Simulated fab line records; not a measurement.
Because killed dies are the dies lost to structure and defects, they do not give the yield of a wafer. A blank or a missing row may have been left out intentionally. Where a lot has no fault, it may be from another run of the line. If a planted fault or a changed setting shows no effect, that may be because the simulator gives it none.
fab line records	flow n5_finfet
[record] lots = 6	wafers = 16	last_day = 18
route steps=1938 shown BEOL_M3@936 BEOL_M4@1111 PASSIVATION@1936
lots untouched by any fault: they come from a run of this same line in which no faults occurred
start_h: hours from the record's opening day to when the first of the lot's shown wafers began	wait_h: time in hours since the lot's previous step	" unchanged from the row above	L1.1+2: one row covering several wafers at once	- no value, or no start given	* or withheld: withheld	< > ~ a bound
route shown NAME@n: a module of which the file shows steps, and the number in the route of the first	usual: mean/standard deviation taken from wafers without a fault	same: alike in all rows	chamber/n: place in a boat	sites: each site's reading	_std_site: their standard deviation	_edge_site: mean of outer sites minus mean of inner sites	radius_mm: how far each site lies from the wafer's centre	mask NAME#n: copy n	behind: the last tool/chamber to shape the wafer	hold: reason for holding the lot/hours on hold/outcome of the hold	device: which transistor (n, p or np) failed to switch	end of line: tests run on the same wafers once the route is complete	a step with no rows: only its recipe	killed: not the wafer's yield, but the dies lost to structure and defects at the first sort	map: shows each die of a wafer: x if killed, . if not, _ if none is there
set.NAME: the setting that was run; set.NAME@STEP: the one run at that earlier step	model.NAME: the simulator's own value behind a step, which no gauge read
a table for each step, a row for each wafer; lots at some steps of the route
services: from which hour (start_h, from the record's first day; less than 0 if before it) a tool's chamber was out of use, for how many hours, and why
[[steps]]
[step N5_BEOL_M3_COAT_62]
[recipe] resist = SiARC	temp_c = 220	time_s = 60	spin_rpm = 1500	resist_thk_nm = 12
[step N5_BEOL_M3_COAT_73]
[recipe] resist = underlayer	temp_c = 205	time_s = 60	spin_rpm = 1500	resist_thk_nm = 5
[step N5_BEOL_M3_COAT_05]
[recipe] resist = CAR-EUV	spin_rpm = 1500	resist_thk_nm = 30
[step N5_BEOL_M3_EBR_07]
[recipe] solvent = PGMEA	ebr_width_mm = 1.5
[step N5_BEOL_M3_SOFTBAKE_06]
[recipe] temp_c = 110	time_s = 60	resist = CAR-EUV
[step N5_BEOL_M3_EXPOSE_08]
[recipe] mask_id = M3	na = 0.33	source_shape = dipole	sigma_inner = 0.369	sigma_outer = 0.767	polarization = unpolarized	dose_mj = 33
[step N5_BEOL_M3_PEB_09]
[recipe] peb_temp_c = 100	peb_time_s = 60	resist = CAR-EUV
[step N5_BEOL_M3_DEVELOP_10]
[recipe] develop_time_s = 30	developer = TMAH	resist = CAR-EUV	rinse_liquid = surfactant_rinse	dry = air_spin	dev_temp_c = 23
[step N5_BEOL_M3_CD_MEAS_11]
[recipe] target_cd_nm = 17.05	landing_energy_ev = 500	detector = se_inlens	polarity = opening
[usual] cd_nm = 17.18/0.25
lot.wafer	tool	chamber	start_h	wait_h	cd_nm
L132.4	cd_sem-02	0	154.72	-	17.51
L132.5	"	0	"	"	17.27
L132.6	"	0	"	"	17.19
L134.1	cd_sem-03	0	169.14	-	17.52
L134.2	"	0	"	"	17.56
L134.4	"	0	"	"	16.77
L138.1	cd_sem-03	0	191.06	-	17.29
L138.3	"	0	"	"	17.55
L138.4	"	0	"	"	16.99
L147.1	cd_sem-01	0	258.79	-	17.47
L147.4	"	0	"	"	16.83
L148.4	cd_sem-02	0	264.74	-	17.00
L148.5	"	0	"	"	17.30
L152.1	cd_sem-01	0	291.72	-	16.76
L152.4	"	0	"	"	16.82
L152.6	"	0	"	"	17.11
[step N5_BEOL_M3_OVL_MEAS_12]
[recipe] points_per_wafer = 522
[usual] M3_OVL = -0.2/0.67
lot.wafer	tool	chamber	start_h	wait_h	M3_OVL[nm]
L132.4	overlay-01	0	154.77	0.0	-0.9
L132.5	"	0	"	"	0.3
L132.6	"	0	"	"	0.1
L134.1	overlay-01	0	169.17	0.0	0.1
L134.2	"	0	"	"	0.2
L134.4	"	0	"	"	0.1
L138.1	overlay-02	0	191.09	0.0	0.2
L138.3	"	0	"	"	0.4
L138.4	"	0	"	"	-0.1
L147.1	overlay-01	0	258.82	0.0	-0.3
L147.4	"	0	"	"	0.0
L148.4	overlay-02	0	264.79	0.0	0.2
L148.5	"	0	"	"	0.2
L152.1	overlay-01	0	291.75	0.0	0.3
L152.4	"	0	"	"	0.7
L152.6	"	0	"	"	-0.1
[step N5_BEOL_M3_INSPECT_13]
[recipe] mode = adi	inspect_instrument = brightfield
[usual] raw_defect_count = 411/100
lot.wafer	tool	chamber	start_h	wait_h	raw_defect_count
L132.4	defect_inspect-02	-	154.81	0.0	631
L132.5	"	-	"	"	340
L132.6	"	-	"	"	366
L134.1	defect_inspect-01	-	169.23	0.1	429
L134.2	"	-	"	"	465
L134.4	"	-	"	"	484
L138.1	defect_inspect-02	-	191.15	0.1	624
L138.3	"	-	"	"	712
L138.4	"	-	"	"	583
L147.1	defect_inspect-02	-	258.88	0.1	339
L147.4	"	-	"	"	282
L148.4	defect_inspect-02	-	264.83	0.0	496
L148.5	"	-	"	"	533
L152.1	defect_inspect-01	-	291.81	0.1	311
L152.4	"	-	"	"	414
L152.6	"	-	"	"	360
[step N5_BEOL_M3_DESCUM_16]
[recipe] chemistry = O2	time_s = 7	source_power_w = 50	bias_power_w = 20	pressure_mtorr = 20	rf_frequency_hz = 2.712e+07	temp_c = 40	resist = CAR-EUV	o2_flow_sccm = 225
[usual] drypump_motor_current_A = 5.6/0.42	oes_product_au = 0.79/0.098	rf_vpp_V = 242.8/1.4	showerhead_plenum_p_Torr = 2.06/0.071	throttle_valve_pct = 20.23/0.23
lot.wafer	tool	chamber	start_h	wait_h	drypump_motor_current_A	oes_product_au	rf_hours_counter_h	rf_vpp_V	showerhead_plenum_p_Torr	throttle_valve_pct
L132.4	rie_diel-01	1	154.86	0.0	5.7	0.86	-	242.9	2.03	20.07
L132.5	"	2	"	"	5.2	0.78	-	242.1	2.03	20.32
L132.6	"	3	"	"	5.6	0.78	-	245.1	2.18	20.15
L134.1	rie_diel-03	0	169.26	0.0	6.0	0.68	236	242.4	2.04	20.07
L134.2	"	3	"	"	5.7	0.67	235	241.9	2.07	20.55
L134.4	"	2	"	"	5.0	0.98	1	242.3	2.12	19.94
L138.1	rie_diel-04	3	191.31	0.2	5.2	0.69	209	241.2	1.98	20.27
L138.3	"	1	"	"	5.7	0.76	143	240.9	1.93	20.25
L138.4	"	0	"	"	5.8	0.69	244	242.3	2.05	20.63
L147.1	rie_diel-01	3	258.91	0.0	5.6	0.74	178	243.9	2.16	20.21
L147.4	"	0	"	"	5.0	0.90	28	242.3	2.06	20.07
L148.4	rie_diel-01	2	264.92	0.1	5.2	0.75	161	241.4	2.01	20.37
L148.5	"	0	"	"	5.0	0.89	-	242.2	2.05	20.07
L152.1	rie_diel-04	0	291.84	0.0	5.8	0.93	8	242.8	2.04	20.29
L152.4	"	2	"	"	6.2	0.83	81	243.8	2.11	19.98
L152.6	"	3	"	"	5.2	0.66	-	241.6	1.97	20.32
[step N5_BEOL_M3_ETCH_74]
[recipe] chemistry = N2/H2	target = underlayer	target_depth_a = 65	mask_material = CAR-EUV	time_s = 5.2	ion_energy_ev = 200	pressure_mtorr = 30	source_w = 840	bias_w = 150	n2_flow_sccm = 200	h2_flow_sccm = 200	ends = cleared
[usual] drypump_motor_current_A = 5.6/0.42	etch_rf_on_time_s = 5.17/0.1	oes_product_au = 0.68/0.081	rf_vpp_V = 522.8/2.9	showerhead_plenum_p_Torr = 2.51/0.093	throttle_valve_pct = 17.72/0.25
lot.wafer	tool	chamber	start_h	wait_h	drypump_motor_current_A	etch_rf_on_time_s	oes_product_au	rf_hours_counter_h	rf_vpp_V	showerhead_plenum_p_Torr	throttle_valve_pct
L132.4	rie_diel-01	1	154.88	0.0	5.8	5.15	0.73	-	521.7	2.49	17.62
L132.5	"	2	"	"	5.2	5.19	0.68	-	519.7	2.44	17.71
L132.6	"	3	"	"	5.6	5.23	0.65	-	527.6	2.66	17.76
L134.1	rie_diel-03	0	169.30	0.0	6.0	5.15	0.58	236	523.8	2.50	17.62
L134.2	"	3	"	"	5.7	5.24	0.59	235	522.8	2.52	18.12
L134.4	"	2	"	"	5.1	5.07	0.84	1	523.9	2.61	17.49
L138.1	rie_diel-04	3	191.35	0.0	5.2	5.17	0.60	209	519.9	2.42	17.70
L138.3	"	1	"	"	5.7	5.14	0.66	143	516.6	2.33	17.59
L138.4	"	0	"	"	5.8	5.17	0.59	244	522.2	2.50	18.24
L147.1	rie_diel-01	3	258.94	0.0	5.6	6.09	0.58	178	525.4	2.65	17.81
L147.4	"	0	"	"	5.0	6.15	0.70	28	522.4	2.50	17.61
L148.4	rie_diel-01	2	264.96	0.0	5.2	6.03	0.60	161	521.2	2.43	17.78
L148.5	"	0	"	"	5.0	5.32	0.76	-	522.8	2.50	17.59
L152.1	rie_diel-04	0	291.88	0.0	5.8	4.87	0.83	8	520.7	2.50	17.84
L152.4	"	2	"	"	6.2	5.26	0.70	81	524.8	2.57	17.43
L152.6	"	3	"	"	5.2	5.10	0.58	-	519.4	2.40	17.74
[step N5_BEOL_M3_ETCH_63]
[recipe] chemistry = CF4	target = SiARC	target_depth_a = 156	mask_material = CAR-EUV	time_s = 26	ion_energy_ev = 80	pressure_mtorr = 40	source_w = 545	bias_w = 36	Ar_flow_sccm = 100	cf4_flow_sccm = 100	ends = cleared
[usual] cf4_flow_sccm = 100.05/0.29	drypump_motor_current_A = 5.6/0.42	etch_rf_on_time_s = 25.9/0.51	oes_product_au = 0.68/0.081	rf_vpp_V = 183.8/1	showerhead_plenum_p_Torr = 2.11/0.075	throttle_valve_pct = 15.47/0.24
lot.wafer	tool	chamber	start_h	wait_h	cf4_flow_sccm	drypump_motor_current_A	etch_rf_on_time_s	oes_product_au	rf_hours_counter_h	rf_vpp_V	showerhead_plenum_p_Torr	throttle_valve_pct
L132.4	rie_diel-01	1	154.91	0.0	100.17	5.8	25.6	0.74	-	184.1	2.09	15.33
L132.5	"	2	"	"	99.88	5.2	26.6	0.66	-	183.1	2.07	15.53
L132.6	"	3	"	"	100.02	5.6	26.6	0.65	-	185.7	2.24	15.48
L134.1	rie_diel-03	0	169.31	0.0	99.98	6.0	25.8	0.58	236	183.8	2.10	15.47
L134.2	"	3	"	"	100.26	5.7	26.4	0.58	235	183.1	2.13	15.85
L134.4	"	2	"	"	99.77	5.0	25.8	0.84	1	185.5	2.19	15.22
L138.1	rie_diel-04	3	191.36	0.0	99.73	5.2	25.5	0.60	209	183.8	2.04	15.57
L138.3	"	1	"	"	99.80	5.7	25.9	0.64	143	182.0	1.97	15.37
L138.4	"	0	"	"	100.38	5.8	25.9	0.59	244	183.1	2.10	15.90
L147.1	rie_diel-01	3	258.96	0.0	99.79	5.6	26.4	0.63	178	183.4	2.23	15.57
L147.4	"	0	"	"	100.16	5.0	26.6	0.76	28	184.4	2.10	15.23
L148.4	rie_diel-01	2	264.97	0.0	99.85	5.2	26.2	0.65	161	183.6	2.06	15.60
L148.5	"	0	"	"	100.00	5.0	26.4	0.76	-	184.2	2.10	15.23
L152.1	rie_diel-04	0	291.90	0.0	100.91	5.8	24.9	0.81	8	183.6	2.10	15.44
L152.4	"	2	"	"	99.71	6.2	26.4	0.71	81	183.7	2.17	15.19
L152.6	"	3	"	"	99.26	5.2	25.4	0.59	-	183.2	2.03	15.64
[step N5_BEOL_M4_RC_MEAS_101]
[usual] DIBL_N = 36.5/1.4	DIBL_P = 36.6/1.9	IOFF_N = 0.167/0.029	IOFF_P = 0.21/0.033	ION_N = 674/12	ION_P = 460/8.9	SS_N = 71.6/0.57	SS_P = 73.4/0.61	VT_N = 249/3.3	VT_P = -250/3.3
lot.wafer	tool	chamber	start_h	wait_h	DIBL_N[mV/V]	DIBL_P[mV/V]	IOFF_N[nA/um]	IOFF_P[nA/um]	ION_N[uA/um]	ION_P[uA/um]	SS_N[mV/dec]	SS_P[mV/dec]	VT_N[mV]	VT_P[mV]
L132.4	prober-02	0	181.71	0.5	35.8	35.8	0.140	0.21	670	461	71.5	73.5	254	-252
L132.5	"	0	"	"	36.9	38.3	0.173	0.25	686	469	71.6	73.7	247	-249
L132.6	"	0	"	"	36.0	36.5	0.156	0.22	675	463	71.0	73.2	251	-249
L134.1	prober-01	0	195.80	0.0	33.3	32.2	0.110	0.16	649	460	69.8	72.3	254	-251
L134.2	"	0	"	"	35.8	34.8	0.144	0.21	661	459	71.8	73.1	253	-249
L134.4	"	0	"	"	37.9	37.2	0.194	0.23	666	456	71.6	73.8	245	-248
L138.1	prober-01	0	214.73	0.0	39.4	39.9	0.250	0.27	695	468	72.0	74.6	238	-248
L138.3	"	0	"	"	36.2	35.6	0.155	0.18	681	457	72.0	73.7	247	-252
L138.4	"	0	"	"	38.2	37.7	0.201	0.21	686	461	72.1	73.2	246	-252
L148.4	prober-02	0	287.22	0.5	37.2	38.2	0.190	0.21	698	470	71.8	73.4	246	-251
L148.5	"	0	"	"	38.9	39.4	0.218	0.24	693	463	72.1	75.1	245	-250
L147.1	prober-01	0	289.23	0.0	36.2	35.8	0.151	0.19	667	455	72.2	73.4	252	-252
L147.4	"	0	"	"	37.9	38.4	0.174	0.24	668	462	72.1	73.4	248	-251
L152.1	prober-01	0	308.55	0.0	40.7	41.6	0.277	0.33	690	470	73.3	75.1	240	-244
L152.4	"	0	"	"	35.2	34.5	0.134	0.19	649	447	72.0	72.4	253	-250
L152.6	"	0	"	"	35.7	35.9	0.154	0.22	669	458	71.7	72.8	249	-250
[step N5_PASSIVATION_PROBE_49]
[usual] defect_limited_yield = 91.2/1.6	killed_at_M0_to_M3 = 34/11	killed_at_M4_up = 14/5.7	killed_at_contacts = 14/6.6	killed_at_front_end = 37/10	killed_at_other = 4/3.2	killed_dies = 104/19	killed_open = 69/13	killed_short = 33/8.7	sort_bin_4_leakage = 0.00/0.014	sort_bin_5_function = 5.1/1	sort_bin_6_memory = 3.3/0.76	sort_bin_8_speed = 0.00/0.016	sort_n_pass = 1076/19	sort_yield_pct = 91.2/1.6
[same] gross_dies = 1180	killed_at_back_side = 0
lot.wafer	tool	chamber	start_h	wait_h	defect_limited_yield[%]	killed_at_M0_to_M3	killed_at_M4_up	killed_at_contacts	killed_at_front_end	killed_at_other	killed_dies	killed_open	killed_short	sort_bin_4_leakage[%]	sort_bin_5_function[%]	sort_bin_6_memory[%]	sort_bin_8_speed[%]	sort_n_pass	sort_yield_pct[%]
L147.4	prober-01	-	395.88	0.2	93.1	19	12	7	35	8	81	50	29	0	3.8	3.0	0	1099	93.1
// killed by level:class
L147.4 FIN_SAQP:geometric_particle:open=11 BEOL_M0_SAQP:geometric_particle:open=7 FIN_SAQP:geometric_particle:short=6 GATE_CUT:geometric_particle:short=6 BEOL_M0_SAQP:geometric_particle:short=6 MOL_CONTACT_COAG:geometric_particle:open=5 BEOL_M4:geometric_particle:open=5 STI_FIN_REVEAL:geometric_particle:open=3
[[services]]
tool	chamber	start_h	hours	kind
rie_diel-04	1	136.39	8.7	repair
rie_diel-03	2	142.38	-	clean
rie_diel-03	2	142.38	-	consumable_replace:focus_ring
rie_diel-01	0	144.02	-	clean
rie_diel-01	0	144.02	-	consumable_replace:focus_ring
rie_diel-01	0	144.02	16.1	scheduled_down
rie_diel-01	0	144.02	16.1	vent_cycle
rie_diel-01	1	186.61	6.5	repair
rie_diel-04	3	198.65	1.7	repair
rie_diel-03	1	213.86	-	clean
rie_diel-03	1	213.86	-	consumable_replace:focus_ring
rie_diel-03	1	213.86	20.2	scheduled_down
rie_diel-03	1	213.86	20.2	vent_cycle
rie_diel-01	1	218.33	2.2	repair
rie_diel-03	0	234.11	-	clean
rie_diel-03	0	234.11	-	consumable_replace:focus_ring
rie_diel-04	0	235.68	-	clean
rie_diel-04	0	235.68	-	consumable_replace:focus_ring
rie_diel-04	0	235.68	26.3	scheduled_down
rie_diel-04	0	235.68	26.3	vent_cycle
rie_diel-04	-	237.68	2.8	pm
rie_diel-01	0	254.85	1.3	repair
rie_diel-01	0	269.55	3.6	repair
rie_diel-04	-	288.48	2.1	repair
[[key]]
[first_sign] step = N5_BEOL_M3_ETCH_74	reading = etch_rf_on_time_s	direction = up	sigmas = 8.8	usual = *	struck = *
effect none on later readings
met_at N5_BEOL_M3_ETCH_74
struck_wafers L147.1,L147.4,L148.4
onset_between 154.88 258.94
[fault] kind = process_parameter_drift	tool = rie_diel-01	chamber = -	onset_h = 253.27	steps = N5_BEOL_M3_ETCH_74	channel = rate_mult	offset = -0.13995	shape = step	end_h = 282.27	scope = struck_wafers_only
